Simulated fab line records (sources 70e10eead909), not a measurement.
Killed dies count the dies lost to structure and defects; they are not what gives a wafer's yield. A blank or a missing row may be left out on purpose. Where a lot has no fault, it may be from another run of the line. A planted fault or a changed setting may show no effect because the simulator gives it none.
fab line records	flow nandHarc
[record] lots = 7	wafers = 21	lastDay = 24
route steps=1159 shown P_M0@258 END@1159
lots that met no fault: taken from a fault-free run of the same line
startH: start of the lot's first displayed wafer, in hours after the record's first day	waitH: hours elapsed since this lot's preceding step	" repeats the value in the row above	L1.1+2: several wafers, shown together as one row	- value missing, or start not given	* or withheld: withheld	< > ~ a bound
route shown NAME@n: NAME is a module with steps in the file, n the number in the route of the first one	usual: the fault-free wafers' mean and standard deviation	same: alike in all rows	chamber/n: place in a boat	sites: each site's reading	_std_site: how widely they spread, as a standard deviation	_edge_site: the outer-site mean with the inner-site mean subtracted	radiusMm: for every site, how far away it sits from the centre of the wafer	mask NAME#n: copy n	behind: the tool/chamber that last shaped the wafer	hold: the reason the lot was held/the length of the hold in hours/how it ended	device: the n, p or np transistor that did not switch	end of line: the route-end tests of the same wafers	for a step that has no rows: nothing shown but its recipe	killed: at the first sort, the dies lost to defects and structure; wafer yield is something else	map: per-die view of a wafer (x killed, . not killed, _ where there is no die)
set.NAME: the setting that was run; set.NAME@STEP: the one run at that earlier step	model.NAME: the simulator's own value behind a step, which no gauge read
certain route steps with their lots: each step a table, each wafer a row
services: a tool's chamber out of use, with start hour (startH, from the record's first day; less than 0 if before it), hours out, and reason
[[steps]]
[step NHARC_P_M0_SOFTBAKE_04]
[recipe] tempC = 105	timeS = 55
[step NHARC_P_M0_EBR_05]
[step NHARC_P_M0_EXPOSE_06]
[recipe] na = 1.35	targetCdNm = 90	doseMj = 81.28	maskId = P_M0
[step NHARC_P_M0_PEB_07]
[recipe] pebTempC = 100	pebTimeS = 65
[step NHARC_P_M0_DEVELOP_08]
[recipe] developTimeS = 35	devTempC = 23
[step NHARC_P_M0_CD_MEAS_09]
[recipe] targetCdNm = 90	landingEnergyEv = 500
[usual] cdNm = 90.1/0.52
lot.wafer	tool	chamber	startH	waitH	cdNm
L863.1	cdSem-03	0	191.38	-	90.0
L863.3	"	0	"	"	89.8
L863.5	"	0	"	"	90.1
L864.1	cdSem-03	0	191.91	-	89.9
L864.3	"	0	"	"	90.1
L864.4	"	0	"	"	89.7
L865.2	cdSem-01	0	203.37	-	90.4
L865.3	"	0	"	"	89.5
L865.5	"	0	"	"	89.2
L867.1	cdSem-01	0	203.90	-	90.3
L867.2	"	0	"	"	90.1
L867.5	"	0	"	"	89.9
L871.3	cdSem-02	0	233.87	-	90.5
L871.5	"	0	"	"	90.0
L871.6	"	0	"	"	90.3
L870.2	cdSem-02	0	234.40	-	89.3
L870.3	"	0	"	"	89.9
L870.4	"	0	"	"	89.3
L875.1	cdSem-02	0	245.81	-	90.7
L875.2	"	0	"	"	90.4
L875.4	"	0	"	"	90.8
[step NHARC_P_M0_OVL_MEAS_10]
[recipe] pitchNm = 180
[usual] overlayXNm = -0.2/0.86	overlayYNm = 0.0/0.78
lot.wafer	tool	chamber	startH	waitH	overlayXNm	overlayYNm
L863.1	overlay-02	-	191.47	-	-0.6	-0.6
L863.3	"	-	"	"	-0.5	-0.2
L863.5	"	-	"	"	-0.9	0.1
L864.1	overlay-02	-	192.00	-	1.4	-1.5
L864.3	"	-	"	"	1.0	-1.4
L864.4	"	-	"	"	1.3	-1.4
L865.2	overlay-01	-	203.45	-	1.2	0.8
L865.3	"	-	"	"	1.3	1.0
L865.5	"	-	"	"	0.8	1.7
L867.1	overlay-02	-	203.99	-	-1.0	-0.1
L867.2	"	-	"	"	-0.9	-0.1
L867.5	"	-	"	"	-1.4	-0.1
L871.3	overlay-02	-	233.96	-	0.3	1.0
L871.5	"	-	"	"	0.5	0.9
L871.6	"	-	"	"	0.6	0.6
L870.2	overlay-01	-	234.49	-	0.5	0.5
L870.3	"	-	"	"	0.7	-0.5
L870.4	"	-	"	"	1.2	0.2
L875.1	overlay-02	-	245.90	-	-0.4	-2.3
L875.2	"	-	"	"	-0.3	-1.6
L875.4	"	-	"	"	0.0	-1.0
[step NHARC_P_M0_INSPECT_11]
[usual] rawDefectCount = 3.7/2.4
lot.wafer	tool	chamber	startH	waitH	rawDefectCount
L863.1	defectInspect-01	-	191.51	0.0	2
L863.3	"	-	"	"	3
L863.5	"	-	"	"	6
L864.1	defectInspect-01	-	192.04	0.0	1
L864.3	"	-	"	"	4
L864.4	"	-	"	"	2
L865.2	defectInspect-01	-	203.49	0.0	2
L865.3	"	-	"	"	4
L865.5	"	-	"	"	3
L867.1	defectInspect-01	-	204.02	0.0	2
L867.2	"	-	"	"	1
L867.5	"	-	"	"	2
L871.3	defectInspect-01	-	233.99	0.0	7
L871.5	"	-	"	"	9
L871.6	"	-	"	"	10
L870.2	defectInspect-01	-	234.53	0.0	6
L870.3	"	-	"	"	8
L870.4	"	-	"	"	2
L875.1	defectInspect-01	-	245.94	0.0	6
L875.2	"	-	"	"	4
L875.4	"	-	"	"	3
[step NHARC_P_M0_DESCUM_14]
[recipe] timeS = 3	o2FlowSccm = 200	arFlowSccm = 0	biasPowerW = 0	chemistry = O2
[usual] drypumpMotorCurrentA = 5.5/0.61	oesProductAu = 0.998/0.0081	rfVppV = 57.5/0.85	showerheadPlenumPTorr = 1.87/0.081	throttleValvePct = 11.311/0.0097
lot.wafer	tool	chamber	startH	waitH	drypumpMotorCurrentA	oesProductAu	rfHoursCounterH	rfVppV	showerheadPlenumPTorr	throttleValvePct
L863.1	rieDiel-07	0	191.58	0.1	6.0	1.006	7	57.6	1.84	11.315
L863.3	"	2	"	"	5.5	1.003	7	57.9	1.87	11.314
L863.5	"	0	"	"	6.0	1.004	-	58.3	1.84	11.292
L864.3	rieDiel-07	2	192.10	0.1	5.6	1.010	8	56.4	1.87	11.298
L864.4	"	3	"	"	5.2	1.005	7	58.1	2.04	11.316
L864.1	"	1	"	"	5.2	0.998	8	57.6	1.84	11.322
L865.2	rieDiel-04	3	203.55	0.1	6.5	1.001	6	57.5	1.84	11.302
L865.3	"	2	"	"	6.4	1.012	6	56.7	1.89	11.307
L865.5	"	3	"	"	6.5	1.005	-	58.3	1.84	11.297
L867.1	rieDiel-11	2	204.08	0.1	6.2	1.013	1	57.8	1.79	11.290
L867.2	"	3	"	"	4.8	0.983	1	57.1	1.80	11.333
L867.5	"	3	"	"	4.8	0.988	-	57.0	1.80	11.312
L871.3	rieDiel-04	1	234.07	0.1	5.3	0.996	9	59.3	2.01	11.313
L871.5	"	3	"	"	6.5	1.005	-	58.6	1.84	11.320
L871.6	"	0	"	"	5.7	1.008	-	58.0	2.06	11.330
L870.4	rieDiel-11	1	234.60	0.1	4.7	1.011	3	58.0	1.83	11.321
L870.3	"	2	"	"	6.2	0.999	4	57.5	1.79	11.334
L870.2	"	3	"	"	4.8	0.984	4	58.4	1.80	11.321
L875.2	rieDiel-11	1	246.00	0.1	4.7	0.994	4	57.8	1.83	11.320
L875.4	"	2	"	"	6.2	1.006	5	56.1	1.79	11.308
L875.1	"	3	"	"	4.8	0.999	5	57.3	1.80	11.293
[step NHARC_P_M0_ETCH_34]
[recipe] targetDepthA = 400	overetchA = 120	timeS = 43.94	ionEnergyEv = 200	n2FlowSccm = 150	h2FlowSccm = 150	arFlowSccm = 0	rfW = 400	biasW = 150	chemistry = N2/H2
[usual] drypumpMotorCurrentA = 5.6/0.61	oesProductAu = 0.997/0.0078	rfVppV = 429.4/2.4	showerheadPlenumPTorr = 1.99/0.085	throttleValvePct = 14.171/0.0091
lot.wafer	tool	chamber	startH	waitH	drypumpMotorCurrentA	oesProductAu	rfHoursCounterH	rfVppV	showerheadPlenumPTorr	throttleValvePct
L863.3	rieDiel-07	3	191.66	0.1	5.2	0.990	7	434.8	2.18	14.182
L863.1	"	2	"	"	5.6	1.009	7	430.4	2.00	14.160
L863.5	"	3	"	"	5.1	0.994	-	433.6	2.18	14.158
L864.4	rieDiel-07	2	192.18	0.1	5.5	1.014	8	429.3	2.00	14.177
L864.3	"	3	"	"	5.2	1.003	7	433.8	2.17	14.155
L864.1	"	0	"	"	6.0	0.999	8	429.6	1.96	14.180
L865.3	rieDiel-04	2	203.66	0.1	6.4	1.001	6	431.4	2.01	14.165
L865.2	"	3	"	"	6.5	1.013	6	427.9	1.96	14.162
L865.5	"	3	"	"	6.5	1.009	-	429.0	1.96	14.182
L867.2	rieDiel-11	1	204.17	0.1	4.7	0.998	1	428.4	1.95	14.177
L867.1	"	0	"	"	6.1	0.994	1	430.8	2.04	14.162
L867.5	"	1	"	"	4.7	0.995	-	427.9	1.95	14.178
L871.3	rieDiel-04	0	234.19	0.1	5.7	1.002	9	434.1	2.20	14.157
L871.6	"	2	"	"	6.4	1.012	-	430.4	2.01	14.169
L871.5	"	3	"	"	6.5	1.000	-	428.9	1.96	14.160
L870.4	rieDiel-11	2	234.70	0.1	6.2	1.004	4	426.1	1.91	14.173
L870.3	"	3	"	"	4.8	0.982	4	428.5	1.91	14.161
L870.2	"	0	"	"	6.0	1.000	4	431.1	2.04	14.174
L875.1	rieDiel-11	3	246.08	0.1	4.8	0.982	5	425.4	1.91	14.177
L875.4	"	1	"	"	4.7	0.989	4	427.8	1.95	14.159
L875.2	"	2	"	"	6.2	0.993	5	426.4	1.91	14.168
[step NHARC_P_M0_ETCH_15]
[recipe] targetDepthA = 1500	overetchA = 150	timeS = 82.5	c4f8FlowSccm = withheld	arFlowSccm = 400	rfW = 600	biasW = 300	chemistry = C4F8/Ar
[usual] oesProductAu = 0.954/0.019	rfVppV = 439.6/2.6
lot.wafer	tool	chamber	startH	waitH	oesProductAu	rfHoursCounterH	rfVppV
L863.3	rieDiel-07	1	-	-	0.972	8	439.7
L863.1	"	2	"	"	0.976	8	440.4
L863.5	"	1	"	"	0.971	-	437.8
L864.4	rieDiel-07	1	-	-	0.912	8	437.9
L864.3	"	3	"	"	0.916	7	445.2
L864.1	"	0	"	"	0.925	8	438.9
L865.2	rieDiel-04	1	-	-	0.955	7	444.3
L865.3	"	2	"	"	0.968	6	440.6
L865.5	"	2	"	"	0.959	-	440.0
L867.1	rieDiel-11	1	-	-	0.974	1	438.2
L867.2	"	0	"	"	0.976	1	440.0
L867.5	"	2	"	"	0.961	-	436.2
L871.3	rieDiel-04	3	-	-	0.931	9	439.6
L871.6	"	1	"	"	0.930	-	444.2
L871.5	"	2	"	"	0.933	-	439.0
L870.3	rieDiel-11	2	-	-	0.957	4	436.6
L870.2	"	3	"	"	0.959	4	437.2
L870.4	"	0	"	"	0.963	4	441.6
L875.4	rieDiel-11	0	-	-	0.974	4	440.9
L875.1	"	1	"	"	0.957	4	438.7
L875.2	"	2	"	"	0.971	5	436.4
[step NHARC_P_M0_CD_MEAS_16]
[usual] cdNm = 89.9/0.54
lot.wafer	tool	chamber	startH	waitH	cdNm
L863.1	cdSem-02	-	191.87	-	89.8
L863.3	"	-	"	"	89.8
L863.5	"	-	"	"	89.9
L864.1	cdSem-03	-	192.40	-	90.0
L864.3	"	-	"	"	89.9
L864.4	"	-	"	"	90.2
L865.2	cdSem-03	-	203.90	-	89.8
L865.3	"	-	"	"	89.9
L865.5	"	-	"	"	89.0
L867.1	cdSem-03	-	204.38	-	89.8
L867.2	"	-	"	"	91.2
L867.5	"	-	"	"	90.1
L871.3	cdSem-03	-	234.41	-	90.2
L871.5	"	-	"	"	90.3
L871.6	"	-	"	"	90.3
L870.2	cdSem-03	-	234.91	-	89.6
L870.3	"	-	"	"	89.5
L870.4	"	-	"	"	88.9
L875.1	cdSem-02	-	246.30	-	90.2
L875.2	"	-	"	"	90.0
L875.4	"	-	"	"	91.2
[step NHARC_P_M0_STRIP_18]
[recipe] powerW = 1000	n2FlowSccm = 150	h2FlowSccm = 150	arFlowSccm = 0	biasW = 0	chemistry = N2/H2
[usual] biasW = 0/0	chamberPressureMTorr = 30.000/0.027	drypumpMotorCurrentA = 5.7/0.58	oesProductAu = 0.999/0.008	rfVppV = 90.6/1	showerheadPlenumPTorr = 2.02/0.095	throttleValvePct = 14.171/0.0094
lot.wafer	tool	chamber	startH	waitH	biasW	chamberPressureMTorr	drypumpMotorCurrentA	oesProductAu	rfHoursCounterH	rfVppV	showerheadPlenumPTorr	throttleValvePct
L863.3	rieDiel-07	2	191.94	0.1	0	29.975	5.5	0.992	8	90.2	2.00	14.188
L863.1	"	0	"	"	0	30.001	6.0	0.996	8	91.0	1.96	14.181
L863.5	"	2	"	"	0	30.001	5.5	1.008	-	90.4	2.00	14.171
L864.1	rieDiel-07	3	192.47	0.1	-	-	-	-	-	-	-	-
L864.3	"	0	"	"	-	-	-	-	-	-	-	-
L864.4	"	2	"	"	-	-	-	-	-	-	-	-
L865.2	rieDiel-07	2	203.97	0.1	-	-	-	-	-	-	-	-
L865.3	"	3	"	"	-	-	-	-	-	-	-	-
L865.5	"	2	"	"	-	-	-	-	-	-	-	-
L867.2	rieDiel-04	3	204.46	0.1	-	-	-	-	-	-	-	-
L867.1	"	2	"	"	-	-	-	-	-	-	-	-
L867.5	"	2	"	"	-	-	-	-	-	-	-	-
L871.3	rieDiel-04	1	234.57	0.2	0	30.027	5.3	0.983	9	90.3	2.14	14.166
L871.5	"	2	"	"	0	30.057	6.4	0.997	-	90.4	2.01	14.170
L871.6	"	3	"	"	0	29.987	6.5	1.000	-	90.2	1.96	14.162
L870.2	rieDiel-04	0	234.99	0.1	0	30.012	5.7	1.005	9	91.2	2.20	14.160
L870.3	"	1	"	"	0	29.998	5.3	0.991	9	91.5	2.14	14.180
L870.4	"	2	"	"	0	30.044	6.4	1.007	10	90.7	2.01	14.173
L875.1	rieDiel-07	3	246.37	0.1	0	30.024	5.2	0.995	2	91.5	2.17	14.165
L875.4	"	1	"	"	0	30.017	5.2	0.993	1	90.6	1.96	14.160
L875.2	"	2	"	"	0	30.019	5.6	1.005	1	90.4	1.99	14.182
[step NHARC_P_M0_STRIP_19]
[recipe] timeS = 600	tempC = 30	chemistry = postEtchResidueRemover
[step NHARC_END_SORT_01]
[recipe] tempC = 25
[usual] defectLimitedYield = 94.9/1.7	killedAtArray = 31/12	killedAtOther = 0.6/0.85	killedAtPeriphery = 3.0/2.3	killedDies = 35/12	killedOpen = 3.2/1.9	killedShort = 1.8/1.4	sort_bin_2_pct = 1.6/0.7	sort_bin_3_pct = 0.28/0.22	sort_bin_4_pct = 3.3/1.2	sortNPass = 642/12	sortRimYieldPct = 97.7/1.5	sortYieldPct = 94.9/1.7
[same] grossDies = 677	sort_bin_5_pct[%] = 0	sort_bin_6_pct[%] = 0	sort_bin_7_pct[%] = 0	sort_bin_8_pct[%] = 0	sortRimNGross = 106.00
lot.wafer	tool	chamber	startH	waitH	defectLimitedYield[%]	killedAtArray	killedAtOther	killedAtPeriphery	killedDies	killedOpen	killedShort	sort_bin_2_pct[%]	sort_bin_3_pct[%]	sort_bin_4_pct[%]	sortNPass	sortRimYieldPct[%]	sortYieldPct[%]
L864.1	prober-02	0	508.75	2.5	6.5	16	0	617	633	2	0	91.7	0	1.8	44	32.1	6.5
L864.3	prober-02	0	510.31	3.1	4.7	17	0	628	645	3	4	92.8	0	2.5	32	20.8	4.7
L864.4	prober-02	0	511.09	3.3	4.7	22	0	623	645	2	0	92.6	0.30	2.4	32	0.9	4.7
L863.1	prober-02	0	516.43	2.5	93.4	44	0	1	45	8	3	1.3	0.30	5.0	632	97.2	93.4
L863.3	prober-02	0	518.03	3.1	94.2	37	0	2	39	2	0	1.6	0.15	4.0	638	100.0	94.2
L863.5	prober-02	0	519.63	3.7	93.2	44	1	1	46	2	4	1.5	0.44	4.9	631	99.1	93.2
L867.1	prober-01	0	533.85	2.5	5.0	30	1	612	643	2	1	91.0	0.15	3.8	34	15.1	5.0
L867.2	prober-01	0	534.65	2.8	4.6	30	1	615	646	1	2	91.9	0.30	3.2	31	0	4.6
L867.5	prober-01	0	537.04	3.7	4.3	35	0	613	648	1	0	92.3	0.15	3.2	29	11.3	4.3
L865.2	prober-02	0	542.31	2.8	3.7	33	0	619	652	3	0	92.9	0.15	3.2	25	0.9	3.7
L865.3	prober-02	0	543.11	3.1	6.2	35	1	599	635	3	2	90.7	0.30	2.8	42	23.6	6.2
L865.5	prober-02	0	544.70	3.7	5.0	30	0	613	643	0	0	91.9	0.30	2.8	34	0	5.0
L871.3	prober-02	0	558.74	3.1	96.9	15	0	6	21	2	1	0.9	0.30	1.9	656	99.1	96.9
L871.5	prober-02	0	560.32	3.7	97.3	12	0	6	18	3	3	0.1	0.30	2.2	659	99.1	97.3
L871.6	prober-02	0	561.10	3.9	96.8	15	0	7	22	3	2	1.5	0	1.8	655	100.0	96.8
L870.2	prober-02	0	565.72	2.8	93.8	38	0	4	42	2	6	1.9	0.44	3.8	635	99.1	93.8
L870.3	prober-02	0	566.51	3.1	94.1	32	0	8	40	3	1	2.1	0.30	3.5	637	98.1	94.1
L870.4	prober-02	0	567.31	3.4	93.8	39	1	2	42	3	4	2.5	0.30	3.4	635	96.2	93.8
L875.1	prober-02	0	574.02	2.5	96.5	20	2	2	24	4	1	1.2	0.15	2.2	653	97.2	96.5
L875.2	prober-02	0	574.82	2.8	96.6	17	4	2	23	3	2	1.2	0.15	2.1	654	98.1	96.6
L875.4	prober-02	0	576.42	3.4	96.8	17	1	4	22	3	4	0.9	0.15	2.2	655	97.2	96.8
// killed by level:class
L864.1 P_M0:areaStrip=617 A_CONTACT:chamberFilmFlake=7 A_CHANNEL_HOLE_D1:chamberFilmFlake=4 A_STAIRCASE:chamberFilmFlake=3 A_CONTACT:geometricParticle:open=1 A_BLC:geometricParticle:open=1
L864.3 P_M0:areaStrip=625 A_CHANNEL_HOLE_D1:chamberFilmFlake=5 A_STAIRCASE:chamberFilmFlake=4 A_ONON_D1:geometricParticle:short=2 A_CONTACT:chamberFilmFlake=2 P_CONTACT:geometricParticle:open=1 P_M0:geometricParticle:open=1 A_SOURCE_PLATE:geometricParticle:short=1
L864.4 P_M0:areaStrip=621 A_CHANNEL_HOLE_D1:chamberFilmFlake=7 A_CONTACT:chamberFilmFlake=7 A_STAIRCASE:chamberFilmFlake=4 A_SGD_CUT:chamberFilmFlake=3 P_CONTACT:geometricParticle:open=1 A_M0:geometricParticle:open=1 P_GATE:chamberFilmFlake=1
L863.1 A_CHANNEL_HOLE_D1:chamberFilmFlake=16 A_SLIT:chamberFilmFlake=15 A_CHANNEL_FILL_D1:geometricParticle:open=2 A_CONTACT:geometricParticle:open=2 A_CONTACT:chamberFilmFlake=2 P_STI:geometricParticle:open=1 A_CHANNEL_HOLE_D1:geometricParticle:open=1 A_WL_FILL:geometricParticle:short=1
L863.3 A_CHANNEL_HOLE_D1:chamberFilmFlake=13 A_SLIT:chamberFilmFlake=12 A_CONTACT:chamberFilmFlake=4 A_STAIRCASE:chamberFilmFlake=3 A_SGD_CUT:chamberFilmFlake=3 P_M1:geometricParticle:open=1 A_WL_FILL:geometricParticle:open=1 P_GATE:chamberFilmFlake=1
L863.5 A_CHANNEL_HOLE_D1:chamberFilmFlake=15 A_SLIT:chamberFilmFlake=14 A_CONTACT:chamberFilmFlake=4 A_SGD_CUT:chamberFilmFlake=3 A_CHANNEL_FILL_D1:geometricParticle:short=2 A_ONON_D1:geometricParticle:open=1 A_CONTACT:geometricParticle:open=1 A_CONTACT:geometricParticle:short=1
L867.1 P_M0:areaStrip=610 A_CHANNEL_HOLE_D1:chamberFilmFlake=19 A_CONTACT:chamberFilmFlake=4 A_STAIRCASE:chamberFilmFlake=3 A_WL_FILL:chamberFilmFlake=3 P_GATE:geometricParticle:open=1 P_CONTACT:geometricParticle:open=1 A_CHANNEL_FILL_D1:geometricParticle:short=1
L867.2 P_M0:areaStrip=615 A_CHANNEL_HOLE_D1:chamberFilmFlake=19 A_WL_FILL:chamberFilmFlake=5 A_CONTACT:chamberFilmFlake=3 A_CHANNEL_HOLE_D1:geometricParticle:short=1 A_WL_FILL:geometricParticle:short=1 A_BLC:geometricParticle:open=1 THIN_TSV:chamberFilmFlake=1
L867.5 P_M0:areaStrip=612 A_CHANNEL_HOLE_D1:chamberFilmFlake=27 A_WL_FILL:chamberFilmFlake=5 A_CONTACT:chamberFilmFlake=2 P_M0:geometricParticle:open=1 A_STAIRCASE:chamberFilmFlake=1
L865.2 P_M0:areaStrip=617 A_SLIT:chamberFilmFlake=19 A_CONTACT:chamberFilmFlake=5 A_STAIRCASE:chamberFilmFlake=4 A_CHANNEL_HOLE_D1:chamberFilmFlake=2 P_M0:geometricParticle:open=1 P_M2:geometricParticle:open=1 A_ONON_D1:geometricParticle:open=1
L865.3 P_M0:areaStrip=599 A_SLIT:chamberFilmFlake=16 A_STAIRCASE:chamberFilmFlake=7 A_CHANNEL_HOLE_D1:chamberFilmFlake=5 A_M0:geometricParticle:open=2 A_CONTACT:chamberFilmFlake=2 A_CHANNEL_FILL_D1:geometricParticle:short=1 A_WL_FILL:geometricParticle:open=1
L865.5 P_M0:areaStrip=612 A_SLIT:chamberFilmFlake=17 A_CHANNEL_HOLE_D1:chamberFilmFlake=4 A_STAIRCASE:chamberFilmFlake=4 A_CHANNEL_FILL_D1:chamberFilmFlake=3 A_CONTACT:chamberFilmFlake=2 P_STI:chamberFilmFlake=1
L871.3 A_CHANNEL_HOLE_D1:chamberFilmFlake=9 P_CONTACT:chamberFilmFlake=5 P_M0:geometricParticle:open=1 A_WL_FILL:geometricParticle:short=1 A_WL_FILL:geometricParticle:open=1 A_CHANNEL_FILL_D1:chamberFilmFlake=1 A_STAIRCASE:chamberFilmFlake=1 A_SLIT:chamberFilmFlake=1
L871.5 P_CONTACT:chamberFilmFlake=5 A_CHANNEL_HOLE_D1:chamberFilmFlake=4 A_WL_FILL:chamberFilmFlake=2 P_M1:geometricParticle:open=1 A_CHANNEL_HOLE_D1:geometricParticle:short=1 A_CHANNEL_FILL_D1:geometricParticle:short=1 A_SGD_CUT:geometricParticle:open=1 A_WL_FILL:geometricParticle:short=1
L871.6 A_CHANNEL_HOLE_D1:chamberFilmFlake=7 P_CONTACT:chamberFilmFlake=5 A_CONTACT:chamberFilmFlake=2 P_CONTACT:geometricParticle:short=1 A_ONON_D1:geometricParticle:open=1 A_WL_FILL:geometricParticle:open=1 A_WL_FILL:geometricParticle:short=1 A_M0:geometricParticle:open=1
L870.2 A_CHANNEL_HOLE_D1:chamberFilmFlake=24 A_WL_FILL:geometricParticle:short=4 P_CONTACT:chamberFilmFlake=4 A_CONTACT:geometricParticle:short=2 A_SLIT:chamberFilmFlake=2 A_CONTACT:chamberFilmFlake=2 A_CHANNEL_HOLE_D1:geometricParticle:open=1 A_WL_FILL:geometricParticle:open=1
L870.3 A_CHANNEL_HOLE_D1:chamberFilmFlake=24 A_CONTACT:chamberFilmFlake=4 P_CONTACT:chamberFilmFlake=3 P_ZERO_WELL:chamberFilmFlake=2 P_CONTACT:geometricParticle:short=1 P_M1:geometricParticle:open=1 A_CHANNEL_HOLE_D1:geometricParticle:open=1 A_WL_FILL:geometricParticle:open=1
L870.4 A_CHANNEL_HOLE_D1:chamberFilmFlake=25 A_CONTACT:chamberFilmFlake=4 A_STAIRCASE:chamberFilmFlake=2 P_M1:geometricParticle:short=1 A_ONON_D1:geometricParticle:short=1 A_CHANNEL_HOLE_D1:geometricParticle:open=1 A_CHANNEL_FILL_D1:geometricParticle:short=1 A_WL_FILL:geometricParticle:open=1
L875.1 A_CHANNEL_HOLE_D1:chamberFilmFlake=6 A_SLIT:chamberFilmFlake=3 A_CONTACT:geometricParticle:open=2 P_GATE:chamberFilmFlake=2 A_WL_FILL:chamberFilmFlake=2 A_CONTACT:chamberFilmFlake=2 THIN_TSV:chamberFilmFlake=2 A_SOURCE_PLATE:geometricParticle:open=1
L875.2 A_CHANNEL_HOLE_D1:chamberFilmFlake=8 THIN_TSV:chamberFilmFlake=3 A_SLIT:chamberFilmFlake=2 P_GATE:geometricParticle:open=1 A_CONTACT:geometricParticle:open=1 A_M0:geometricParticle:open=1 A_M1:geometricParticle:short=1 P_ZERO_WELL:chamberFilmFlake=1
L875.4 A_CHANNEL_HOLE_D1:chamberFilmFlake=9 A_SLIT:chamberFilmFlake=2 P_STI:geometricParticle:open=1 P_M1:geometricParticle:open=1 A_CHANNEL_FILL_D1:geometricParticle:short=1 A_WL_FILL:geometricParticle:short=1 A_CONTACT:geometricParticle:open=1 A_CONTACT:geometricParticle:short=1
// map L864.3 (x killed, . not)
____________x____________
_________xxxxxxx_________
_______xxxxxxxxxxx_______
______xxxxxxxxxxxxx______
_____xxxxxxxxxxxxxxx_____
____xxxxxxxxxxxxxxxxx____
____xxxxxxxxxxxxxxxxx____
___xxxxxxxxxxxxxxxxxxx___
___xxxxxxxxxxxxxxxxxxx___
__xxxxxxxxxxxxxxxxxxxxx__
__xxxxxxxxxxxxxxxxxxxxx__
_xxxxxxxxxxxxxxxxxxxxxxx_
_xxxxxxxxxxxxxxxxxxxxxxx_
_xxxxxxxxxxxxxxxxxxxxxxx_
_xxxxxxxxxxxxxxxxxxxxxxx_
_xxxxxxxxxxxxxxxxxxxxxxx_
.xxxxxxxxxxxxxxxxxxxxxxxx
xxxxxxxxxxxxxxxxxxxxxxxxx
.x.xxxxxxxxxxxxxxxxxxxxx.
xxxxxxxxxxxxxxxxxxxxxxx.x
xxxxxxxxxxxxxxxxxxxxxxxxx
_xxxxxxxxxxxxxxxxxxxxxxx_
_xxxxxxxxxxxxxxxxxxxxxxx_
_xxxxxxxxxxxxxxxxxxxx.x._
_x.x.xxxxxxxxxxxxxxxxxxx_
_xxxxxxxxxxxxxxxxxxxxxxx_
__xxxxxxxxxxxxxxxxxxxxx__
__.xxxxxxxxxxxxxxxxxxx.__
___xxxxxxxxxxxxxxxxxxx___
___.xxxxxxxxxxxxxxxxxx___
____.x.xxxxxxxxxxxxxx____
____...xxxxxxx.xxxxx.____
_____..xxxxxxxxxx..._____
______xxxxxxxxxxxxx______
_______x.xxx.xxxx._______
_________.xxx..._________
____________.____________
// map L865.2 (x killed, . not)
____________x____________
_________xxx.xxx_________
_______xxxxxxxxxxx_______
______xxxxxxxxxxxxx______
_____xxxxxxxx.xxxxxx_____
____xxxxxxxxxxxxxxxxx____
____xxxxxxxxxxx.x.xxx____
___xxxxxxxxxxxxxxxxxxx___
___xxxxxxxx.xxxxxxxxxx___
__xxxxxxxxxxxxxxxxxxxxx__
__xxx.xxxxxx.xxx.xxxxxx__
_xxxxxxxxxxxxxxxxxxxxxxx_
_xxxxxxxxx.xx..xxxxxxxxx_
_xxxxxxxxxxxxx.xxxxxxxxx_
_xxxx.xxxxxxx.x.xxxxxxxx_
_xxxxxxxxxxxx..x.xxxxxxx_
xxxxxxxx.xxx.xxx.xxxxxxxx
xxxxxxxxxxx.xxxxxxxxxxxxx
xxxxxxxxxxx.xxxxxxxxxxxxx
xxxxxxxxxxxxxxxxxxxxxxxxx
xxxxxxxxxxxxx.xxxxxxxxxxx
_xxxxxxxxxxxxxxx.xxxxxxx_
_xxxxxxxxxxxxxxxxxxxxxxx_
_xxxxxxxxxxxxxxxxxxxxxxx_
_xxxxxxxxxxxxxxxxxxxxxxx_
_xxxxxxxxxxxxxxxxxxxxxxx_
__xxxxxxxxxxxxxxxxxxxxx__
__xxxxxxxxxxxxxxxxxxxxx__
___xxxxxxxxxxxxxxxxxxx___
___xxxxxxxxxxxxxxxxxxx___
____xxxxxxxxxxxxxxxxx____
____xxxxxxxxxxxxxxxxx____
_____xxxxxxxxxxxxxxx_____
______xxxxxxxxxxxxx______
_______xxxxxxxxxxx_______
_________xxxxxxx_________
____________x____________
[[services]]
tool	chamber	startH	hours	kind
rieDiel-04	-	168.34	0.5	repair
rieDiel-11	0	168.50	-	clean
rieDiel-11	1	168.50	-	clean
rieDiel-11	2	168.50	-	clean
rieDiel-11	3	168.50	-	clean
rieDiel-07	0	182.97	-	clean
rieDiel-07	1	182.97	-	clean
rieDiel-07	2	182.97	-	clean
rieDiel-07	3	182.97	-	clean
rieDiel-11	-	189.50	9.0	pm
rieDiel-07	0	207.47	-	clean
rieDiel-07	1	207.47	-	clean
rieDiel-07	2	207.47	-	clean
rieDiel-07	3	207.47	-	clean
rieDiel-04	2	224.64	4.7	repair
rieDiel-07	-	228.47	9.0	pm
rieDiel-07	0	228.47	9.0	ventCycle
rieDiel-07	1	228.47	9.0	ventCycle
rieDiel-07	2	228.47	9.0	ventCycle
rieDiel-07	3	228.47	9.0	ventCycle
rieDiel-07	0	237.47	-	clean
rieDiel-07	1	237.47	-	clean
rieDiel-07	2	237.47	-	clean
rieDiel-07	3	237.47	-	clean
[[key]]
[firstSign] step = NHARC_P_M0_STRIP_18	reading = toolRecord	direction = missing
[effect] step = NHARC_END_SORT_01	reading = killedAtPeriphery	direction = up	sigmas = 99+	usual = 3.0	struck = 615.4
[moreKillsBornAt] NHARC_P_M0_STRIP_18@rieDiel-07 = 3691	NHARC_P_M0_STRIP_18@rieDiel-04 = 1837
metAt NHARC_P_M0_STRIP_18
struckWafers L864.1,L864.3,L864.4,L865.2,L865.3,L865.5,L867.1,L867.2,L867.5
laterRowsLeftOut L864.1,L864.3,L864.4,L865.2,L865.3,L865.5,L867.1,L867.2,L867.5
onsetBetween 191.94 192.47
[fault] kind = skippedStepWhole	tool = rieDiel-04,rieDiel-07	chamber = -	onsetH = 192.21	steps = NHARC_P_M0_STRIP_18	scope = struckLotsOnly
// laterRowsLeftOut: the simulator's readings of these wafers behind a module that went badly wrong aren't trusted and aren't shown, but for the sort
